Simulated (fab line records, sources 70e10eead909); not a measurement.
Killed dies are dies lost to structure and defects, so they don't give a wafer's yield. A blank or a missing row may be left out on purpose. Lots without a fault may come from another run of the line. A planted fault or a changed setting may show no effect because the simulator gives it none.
fab line records | flow nand_harc | part 1 of 2: steps 1 to 4 of 6
record lots=24 wafers=72 last_day=33
route steps=1302 shown A_SGD_CUT@907 A_SLIT@923 A_WL_FILL@956
lots that met no fault: from a run of the same line without faults
start_h: hours from the record's first day to the start of the lot's first wafer shown | wait_h: hours since the lot's step before | " the same as in the row above | L1.1+2: a row that stands for several wafers | - no value, or no start given | * or withheld: withheld | < > ~ a bound
route shown NAME@n: a module of which the file shows steps, and the number in the route of the first | usual: mean/standard deviation of fault-free wafers | same: alike in all rows | chamber/n: place in a boat | sites: the reading at each site | _std_site: their standard deviation | _edge_site: outer sites' mean less inner sites' | radius_mm: how far each site lies from the wafer's centre | mask NAME#n: copy n | behind: the tool/chamber that last shaped the wafer | hold: why the lot was held/for how many hours/how that ended | device: the transistor (n, p or np) that didn't switch | end of line: the same wafers' tests at the end of the route | a step without rows: its recipe alone | killed: dies lost to structure and defects at the first sort, not the wafer's yield | map: a wafer's dies, x killed, . not, _ none there
set.NAME: the setting as run; set.NAME@STEP: as run at that earlier step | model.NAME: the simulator's own value behind a step, which no gauge read
steps of the route over a sample of lots; a table a step, a row a wafer
services: from which hour (start_h, from the record's first day; less than 0 if before it) a tool's chamber was out of use, for how many hours, and why
## steps
# step NHARC_A_SGD_CUT_ETCH_15
# recipe target_depth_a=750 time_s=64.3 ch3f_flow_sccm=50 o2_flow_sccm=30 ar_flow_sccm=200 rf_w=500 bias_w=100 chemistry=CH3F/O2
# usual chamber_pressure_mTorr=24.997/0.023 drypump_motor_current_A=5.8/0.53 oes_product_au=0.958/0.017 rf_vpp_V=263.4/1.5 showerhead_plenum_p_Torr=2.43/0.088 throttle_valve_pct=20.663/0.0088
# columns lot.wafer tool chamber start_h wait_h chamber_pressure_mTorr drypump_motor_current_A oes_product_au rf_hours_counter_h rf_vpp_V showerhead_plenum_p_Torr throttle_valve_pct
L075.3 rie_diel-03 2 - - 24.972 5.9 0.971 14 265.8 2.50 20.655
L075.1 " 3 " " 24.988 4.9 0.971 15 261.5 2.36 20.654
L075.5 " 2 " " 25.016 5.9 0.966 - 263.9 2.50 20.677
L074.1 rie_diel-10 3 - - 24.995 6.5 0.957 1 265.5 2.49 20.656
L074.2 " 0 " " 25.024 6.3 0.946 1 264.9 2.47 20.648
L074.3 " 1 " " 25.007 6.5 0.950 1 261.5 2.34 20.661
L076.4 rie_diel-13 2 - - 25.001 5.4 0.977 5 265.3 2.49 20.644
L076.1 " 3 " " 25.007 5.6 0.971 6 262.2 2.32 20.672
L076.5 " 2 " " 24.988 5.4 0.979 - 265.2 2.49 20.678
L078.3 rie_diel-13 0 - - 24.982 6.4 0.959 7 262.9 2.37 20.662
L078.1 " 1 " " 24.988 5.0 0.946 6 262.7 2.34 20.654
L078.2 " 2 " " 25.010 5.5 0.938 6 264.0 2.49 20.672
L077.4 rie_diel-03 3 - - 24.966 4.8 0.970 2 261.9 2.35 20.659
L077.2 " 0 " " 24.991 5.7 0.956 2 266.6 2.61 20.668
L077.6 " 1 " " 24.981 6.0 0.979 - 261.9 2.38 20.657
L079.2 rie_diel-13 3 - - 25.013 5.6 0.947 6 262.5 2.32 20.647
L079.3 " 0 " " 25.002 6.4 0.969 8 261.5 2.37 20.669
L079.1 " 2 " " 24.964 5.4 0.949 7 263.4 2.49 20.656
L080.1 rie_diel-10 0 - - 25.015 6.3 0.931 4 263.9 2.47 20.682
L080.2 " 2 " " 24.979 6.0 0.926 2 264.8 2.53 20.668
L080.6 " 3 " " 25.047 6.5 0.933 - 264.5 2.49 20.651
L081.3 rie_diel-03 0 - - 24.967 5.7 0.956 4 265.2 2.60 20.660
L081.1 " 2 " " 25.026 5.9 0.955 3 264.0 2.50 20.668
L081.5 " 2 " " 24.971 5.9 0.949 - 264.0 2.50 20.653
L082.1 rie_diel-03 1 - - 25.018 6.0 0.954 4 262.6 2.38 20.661
L082.2 " 3 " " 25.001 4.8 0.943 7 261.3 2.35 20.676
L082.3 " 0 " " 25.033 5.7 0.950 6 266.3 2.60 20.665
L083.1 rie_diel-10 1 - - 24.996 6.5 0.944 5 260.9 2.34 20.663
L083.2 " 3 " " 24.955 6.6 0.980 5 263.4 2.49 20.663
L083.6 " 0 " " 24.980 6.4 0.960 - 264.3 2.47 20.665
L085.1 rie_diel-13 0 - - 24.981 6.4 0.961 0 262.6 2.37 20.672
L085.4 " 1 " " 24.974 5.0 0.960 1 262.3 2.34 20.680
L085.5 " 3 " " 25.019 5.6 0.978 - 261.6 2.32 20.663
L084.3 rie_diel-03 2 - - 24.988 5.9 0.950 7 264.8 2.50 20.666
L084.2 " 3 " " 25.015 4.8 0.948 9 262.2 2.35 20.661
L084.6 " 2 " " 24.977 5.9 0.954 - 264.6 2.50 20.646
L086.2 rie_diel-13 2 - - 24.961 5.4 0.948 1 264.6 2.49 20.662
L086.1 " 3 " " 25.017 5.5 0.949 1 261.7 2.32 20.656
L086.5 " 3 " " 24.973 5.6 0.954 - 262.3 2.32 20.671
L087.2 rie_diel-13 2 - - 24.962 5.4 0.961 2 264.4 2.49 20.656
L087.4 " 3 " " 24.966 5.6 0.982 2 260.6 2.32 20.674
L087.1 " 0 " " 24.947 6.5 0.966 2 262.2 2.37 20.659
L089.1 rie_diel-10 3 - - 25.017 6.5 0.961 8 263.3 2.49 20.671
L089.2 " 2 " " 24.956 6.0 0.958 7 265.4 2.53 20.676
L089.6 " 0 " " 25.004 6.3 0.981 - 265.2 2.47 20.674
L088.2 rie_diel-03 2 - - 25.030 5.9 0.918 10 264.8 2.50 20.664
L088.4 " 3 " " 24.987 4.8 0.924 13 262.9 2.35 20.658
L088.5 " 1 " " 25.015 6.0 0.929 - 264.0 2.38 20.654
L090.3 rie_diel-03 0 - - 25.030 5.7 0.989 15 266.8 2.60 20.676
L090.1 " 3 " " 25.010 4.8 0.961 15 261.2 2.35 20.665
L090.6 " 0 " " 24.967 5.7 0.986 - 266.4 2.60 20.681
L091.2 rie_diel-13 1 - - 24.989 5.0 0.982 5 262.8 2.34 20.672
L091.3 " 3 " " 25.030 5.6 0.950 4 260.5 2.32 20.658
L091.4 " 0 " " 25.006 6.4 0.972 4 263.6 2.37 20.662
L093.1 rie_diel-10 0 - - 25.009 6.4 0.945 1 262.9 2.47 20.665
L093.4 " 1 " " 24.970 6.5 0.943 1 261.8 2.34 20.670
L093.3 " 2 " " 25.008 6.0 0.955 2 265.7 2.53 20.667
L092.3 rie_diel-03 1 - - 25.006 6.0 0.964 16 264.0 2.37 20.666
L092.2 " 3 " " 25.021 4.8 0.970 18 261.3 2.35 20.653
L092.4 " 0 " " 25.022 5.7 0.948 18 263.4 2.60 20.656
L095.1 rie_diel-10 1 - - 24.986 6.5 0.985 2 260.7 2.33 20.659
L095.2 " 3 " " 25.021 6.6 0.963 3 262.7 2.49 20.668
L095.5 " 0 " " 25.014 6.4 0.948 - 264.8 2.47 20.659
L096.1 rie_diel-03 1 - - 24.970 6.0 0.990 0 263.0 2.37 20.672
L096.2 " 2 " " 24.955 5.9 0.957 0 264.4 2.49 20.669
L096.5 " 1 " " 24.968 6.0 0.987 - 261.4 2.37 20.663
L094.1 rie_diel-13 3 - - 25.024 5.6 0.954 6 260.7 2.32 20.671
L094.3 " 1 " " 25.013 5.0 0.961 7 262.3 2.34 20.654
L094.6 " 2 " " 24.984 5.4 0.954 - 264.3 2.49 20.657
L097.2 rie_diel-10 0 - - 24.979 6.3 0.937 4 263.3 2.47 20.669
L097.4 " 1 " " 25.015 6.5 0.918 4 262.1 2.33 20.654
L097.3 " 3 " " 24.939 6.6 0.945 4 263.3 2.49 20.662
# step NHARC_A_SLIT_DEP_00
# recipe target_thk_a=62000 temp_c=400 material=aC
# usual throttle_valve_pct=34.999/0.0091
# columns lot.wafer tool chamber start_h wait_h throttle_valve_pct
L074.1 acl_dep-02 0 455.06 - 34.997
L074.2 " 0 " " 35.016
L074.3 " 0 " " 34.999
L075.1 acl_dep-01 0 455.30 - 34.991
L075.3 " 0 456.55 - 34.990
L075.5 " 0 457.80 - 35.006
L076.1 acl_dep-02 0 466.23 - 34.996
L076.4 " 0 468.13 - 34.999
L076.5 " 0 " " 34.996
L077.2 acl_dep-02 0 487.06 - 35.006
L077.4 " 0 488.30 - 34.999
L077.6 " 0 489.55 - 35.006
L078.1 acl_dep-01 0 488.70 - 34.997
L078.2 " 0 " " 34.992
L078.3 " 0 " " 35.012
L079.1 acl_dep-01 0 500.39 - 34.981
L079.2 " 0 " " 34.993
L079.3 " 0 " " 34.997
L081.1 acl_dep-03 0 509.56 - 35.007
L081.3 " 0 510.80 - 34.992
L081.5 " 0 512.05 - 34.994
L080.1 acl_dep-01 0 510.26 - 34.983
L080.2 " 0 " " 35.010
L080.6 " 0 513.41 - 34.992
L082.1 acl_dep-02 0 529.51 - 34.996
L082.2 " 0 " " 34.993
L082.3 " 0 " " 35.012
L083.1 acl_dep-01 0 529.57 - 34.996
L083.2 " 0 " " 34.990
L083.6 " 0 532.65 - 35.000
L085.1 acl_dep-02 0 547.02 - 35.007
L085.4 " 0 548.90 - 35.008
L085.5 " 0 " " 35.000
L084.2 acl_dep-02 0 558.70 - 35.001
L084.3 " 0 " " 35.006
L084.6 " 0 561.19 - 35.012
L086.1 acl_dep-03 0 565.66 - 34.991
L086.2 " 0 " " 35.005
L086.5 " 0 568.14 - 35.001
L087.1 acl_dep-02 0 580.53 - 34.987
L087.2 " 0 " " 34.997
L087.4 " 0 582.43 - 34.981
L089.1 acl_dep-02 0 597.78 0.3 35.001
L089.2 " 0 " " 35.028
L089.6 " 0 600.91 3.3 35.003
L088.2 acl_dep-01 0 599.03 - 34.986
L088.4 " 0 600.29 - 34.999
L088.5 " 0 " " 35.005
L091.2 acl_dep-01 0 617.75 - 34.985
L091.3 " 0 " " 34.997
L091.4 " 0 " " 35.002
L090.1 acl_dep-02 0 618.21 - 34.999
L090.3 " 0 619.46 - 35.011
L090.6 " 0 621.33 - 34.997
L093.1 acl_dep-02 0 643.97 - 35.003
L093.3 " 0 645.22 - 34.989
L093.4 " 0 " " 34.995
L092.2 acl_dep-01 0 644.62 - 34.991
L092.3 " 0 " " 34.991
L092.4 " 0 " " 34.996
L096.1 acl_dep-02 0 654.69 - 35.011
L096.2 " 0 " " 35.002
L096.5 " 0 657.17 - 35.024
L095.1 acl_dep-01 0 655.39 - 34.994
L095.2 " 0 " " 35.000
L095.5 " 0 657.90 - 34.995
L094.1 acl_dep-03 0 656.06 - 34.991
L094.3 " 0 657.33 - 35.002
L094.6 " 0 659.24 - 34.992
L097.2 acl_dep-02 0 665.82 - 34.997
L097.3 " 0 " " 35.002
L097.4 " 0 " " 34.988
# step NHARC_A_SLIT_OVL_MEAS_10
# usual overlay_x_nm=-0.2/0.8 overlay_y_nm=0.1/0.67
# columns lot.wafer tool chamber start_h wait_h overlay_x_nm overlay_y_nm
L074.1 overlay-02 - 459.55 - -0.9 0.0
L074.2 " - " " -0.5 -0.4
L074.3 " - " " -0.7 -0.3
L075.1 overlay-01 - 459.84 - 0.4 0.6
L075.3 " - " " 0.3 0.9
L075.5 " - " " 0.1 0.2
L076.1 overlay-01 - 470.69 - 0.8 -0.1
L076.4 " - " " 1.4 0.6
L076.5 " - " " 1.5 0.1
L077.2 overlay-02 - 490.96 - -0.5 0.4
L077.4 " - " " -0.1 0.5
L077.6 " - " " -0.5 -0.4
L078.1 overlay-01 - 493.13 - 0.5 -0.2
L078.2 " - " " 0.7 -0.7
L078.3 " - " " 0.1 -0.7
L079.1 overlay-02 - 504.93 - -1.4 -0.8
L079.2 " - " " -1.2 -0.4
L079.3 " - " " -0.7 -0.2
L081.1 overlay-02 - 514.11 - -1.7 -0.3
L081.3 " - " " -1.7 -0.6
L081.5 " - " " -2.1 0.1
L080.1 overlay-01 - 514.82 - 0.1 1.0
L080.2 " - " " 0.4 0.4
L080.6 " - " " 0.1 1.0
L082.1 overlay-02 - 534.01 - 0.6 -0.2
L082.2 " - " " 0.2 -0.5
L082.3 " - " " 0.6 -0.2
L083.1 overlay-02 - 534.17 - 0.9 1.3
L083.2 " - " " 1.0 1.0
L083.6 " - " " 1.1 1.8
L085.1 overlay-01 - 551.56 - -1.5 0.2
L085.4 " - " " -1.0 -0.2
L085.5 " - " " -1.4 0.0
L084.2 overlay-01 - 562.60 - 0.3 -0.1
L084.3 " - " " 0.5 0.5
L084.6 " - " " 0.0 0.7
L086.1 overlay-01 - 570.16 - 0.1 0.2
L086.2 " - " " 0.2 0.4
L086.5 " - " " 0.4 -0.2
L087.1 overlay-01 - 584.99 - -0.2 1.2
L087.2 " - " " 0.1 0.9
L087.4 " - " " 0.4 1.1
L089.1 overlay-02 - 602.41 - -1.2 -1.0
L089.2 " - " " -1.3 -0.8
L089.6 " - " " -1.1 -1.3
L088.2 overlay-02 - 602.99 - 0.5 0.9
L088.4 " - " " 0.1 0.3
L088.5 " - " " 0.8 1.3
L091.2 overlay-01 - 621.54 - -1.0 0.6
L091.3 " - " " -1.0 1.3
L091.4 " - " " -1.3 1.2
L090.1 overlay-01 - 622.74 - -0.1 -0.5
L090.3 " - " " 0.8 -0.3
L090.6 " - " " 0.1 -0.2
L092.2 overlay-02 - 648.50 - -0.9 0.2
L092.3 " - " " -1.1 -0.1
L092.4 " - " " -0.9 1.2
L093.1 overlay-01 - 648.66 - 0.0 0.8
L093.3 " - " " 0.7 1.0
L093.4 " - " " 0.3 0.0
L096.1 overlay-02 - 659.20 - 0.6 -0.2
L096.2 " - " " -0.3 0.1
L096.5 " - " " -0.2 0.4
L095.1 overlay-02 - 659.95 - -0.8 -0.2
L095.2 " - " " -0.1 0.0
L095.5 " - " " -0.2 -0.2
L094.1 overlay-01 - 660.67 - -0.9 0.1
L094.3 " - " " -1.1 -1.1
L094.6 " - " " -0.9 -0.2
L097.2 overlay-01 - 669.82 - -0.4 -0.8
L097.3 " - " " 0.1 -0.2
L097.4 " - " " 0.2 -0.8
# step NHARC_A_SLIT_ETCH_17
# recipe bias_v=900 source_w=withheld pressure_mtorr=20 ar_flow_sccm=375 c4f8_flow_sccm=83.3 o2_flow_sccm=41.7 time_s=4254.5 target_depth_a=2.03e+05 chemistry=C4F8/O2/Ar
# usual chamber_pressure_mTorr=19.999/0.018 drypump_motor_current_A=5.9/0.34 oes_air_line_au=0.999/0.019 showerhead_plenum_p_Torr=3.75/0.17 throttle_valve_pct=32.045/0.0094
# columns lot.wafer tool chamber start_h wait_h chamber_pressure_mTorr drypump_motor_current_A oes_air_line_au rf_hours_counter_h showerhead_plenum_p_Torr throttle_valve_pct
L074.2 har_etch-01 0 460.91 - 19.972 6.4 1.039 253 3.53 32.035
L074.1 " 1 " " 20.022 6.1 1.004 253 3.65 32.044
L074.3 " 0 " " 19.975 6.4 1.032 - 3.53 32.049
L075.1 har_etch-02 0 462.27 - 20.021 5.5 1.016 35 3.92 32.054
L075.3 " 0 463.49 - 19.986 5.5 1.007 - 3.92 32.063
L075.5 " 0 464.71 - 19.990 5.5 1.002 - 3.92 32.023
L076.1 har_etch-02 0 472.31 - 19.981 5.5 1.008 42 3.92 32.057
L076.4 " 1 474.11 - 19.990 5.7 0.967 - 3.92 32.046
L076.5 " 1 475.31 - 20.010 5.8 0.961 - 3.92 32.014
L077.2 har_etch-01 0 492.31 - 19.974 6.4 0.974 269 3.52 32.049
L077.4 " 1 494.08 - 20.021 6.1 1.002 - 3.64 32.023
L077.6 " 0 " " 20.006 6.4 0.956 - 3.52 32.058
L078.1 har_etch-02 1 494.48 - 19.998 5.8 0.983 50 3.91 32.035
L078.2 " 0 " " 19.992 5.5 0.980 50 3.91 32.048
L078.3 " 0 496.30 - 19.992 5.5 0.983 - 3.91 32.052
L079.1 har_etch-02 1 509.72 - 19.993 5.7 1.011 62 3.90 32.041
L079.2 " 0 " " 20.030 5.5 0.999 62 3.90 32.042
L079.3 " 0 511.53 - 20.012 5.5 1.012 - 3.90 32.044
L081.1 har_etch-01 0 515.46 - 20.012 6.4 1.025 288 3.51 32.043
L081.3 " 1 517.27 - 20.022 6.1 0.969 - 3.63 32.048
L081.5 " 1 518.48 - 19.998 6.1 1.012 - 3.63 32.037
L080.2 har_etch-02 1 517.71 - 19.972 5.8 0.988 69 3.90 32.034
L080.1 " 0 " " 19.988 5.5 1.005 69 3.90 32.054
L080.6 " 0 520.74 - 19.959 5.5 0.997 - 3.90 32.049
L082.1 har_etch-01 0 535.37 - 19.977 6.4 1.038 299 3.51 32.040
L082.2 " 1 " " 20.003 6.1 0.997 299 3.63 32.053
L082.3 " 0 " " 20.004 6.4 1.025 - 3.51 32.058
L083.1 har_etch-02 1 536.61 - 20.010 5.8 1.036 81 3.89 32.044
L083.2 " 0 " " 19.999 5.5 0.996 81 3.89 32.052
L083.6 " 1 538.99 - 20.005 5.7 0.976 - 3.89 32.054
L085.1 har_etch-02 0 552.92 - 19.999 5.5 1.002 88 3.89 32.056
L085.4 " 1 554.74 - 19.992 5.8 1.034 - 3.89 32.047
L085.5 " 1 555.96 - 20.005 5.8 1.023 - 3.89 32.045
L084.2 har_etch-02 0 564.55 - 19.987 5.5 0.992 96 3.89 32.051
L084.3 " 1 " " 20.001 5.8 0.989 - 3.89 32.050
L084.6 " 0 566.96 - 19.979 5.5 0.977 - 3.89 32.037
L086.1 har_etch-01 0 571.53 - 20.003 6.4 1.006 323 3.49 32.043
L086.2 " 1 " " 20.001 6.1 0.992 323 3.61 32.045
L086.5 " 1 574.52 - 19.991 6.1 0.992 - 3.61 32.040
L087.2 har_etch-02 0 586.33 - 20.020 5.5 1.030 107 3.88 32.049
L087.1 " 1 " " 20.024 5.7 1.004 107 3.88 32.052
L087.4 " 0 " " 19.989 5.5 0.985 - 3.88 32.053
L089.2 har_etch-01 1 603.77 - 20.024 6.1 0.993 338 3.61 32.035
L089.1 " 0 " " 19.987 6.4 0.988 338 3.49 32.054
L089.6 " 0 606.80 - 20.023 6.4 1.017 - 3.49 32.048
L088.2 har_etch-02 1 604.33 - 20.000 5.7 1.011 119 3.87 32.045
L088.4 " 1 605.54 - 20.051 5.8 0.975 - 3.87 32.060
L088.5 " 1 606.76 - 19.977 5.7 1.003 - 3.87 32.046
L091.2 har_etch-02 1 623.50 - 19.993 5.7 1.022 122 3.87 32.041
L091.3 " 0 " " 19.979 5.5 1.003 - 3.87 32.047
L091.4 " 1 " " 19.985 5.8 1.032 - 3.87 32.047
L090.1 har_etch-01 0 624.08 - 20.018 6.4 0.997 346 3.48 32.033
L090.3 " 0 625.27 - 20.016 6.4 0.978 - 3.48 32.056
L090.6 " 0 626.45 - 20.005 6.4 0.998 - 3.48 32.038
L092.2 har_etch-01 0 650.46 - 19.988 6.4 1.000 361 3.47 32.042
L092.3 " 1 " " 19.982 6.1 1.026 - 3.59 32.054
L092.4 " 0 " " 19.993 6.5 1.009 - 3.47 32.042
L093.1 har_etch-02 0 650.60 - 20.018 5.5 1.004 141 3.86 32.042
L093.4 " 1 " " 20.003 5.8 0.995 - 3.86 32.026
L093.3 " 0 " " 19.979 5.5 1.020 - 3.86 32.052
L096.1 har_etch-01 0 663.93 - 20.015 6.4 0.986 372 3.47 32.037
L096.2 " 1 " " 19.989 6.1 0.994 372 3.59 32.027
L096.5 " 0 666.31 - 20.022 6.4 0.970 - 3.47 32.039
L095.2 har_etch-02 0 664.59 - 19.986 5.5 1.000 153 3.85 32.037
L095.1 " 1 " " 19.983 5.8 1.009 153 3.85 32.035
L095.5 " 0 667.02 - 20.003 5.5 0.975 - 3.85 32.054
L094.1 har_etch-01 1 668.30 - 19.994 6.1 1.004 376 3.58 32.026
L094.3 " 1 669.51 - 20.025 6.1 0.957 - 3.59 32.061
L094.6 " 0 " " 19.985 6.4 0.997 - 3.47 32.042
L097.2 har_etch-02 1 674.71 - 19.975 5.7 0.987 160 3.85 32.037
L097.3 " 0 " " 20.021 5.5 0.960 - 3.85 32.050
L097.4 " 1 " " 20.006 5.7 1.000 - 3.85 32.039
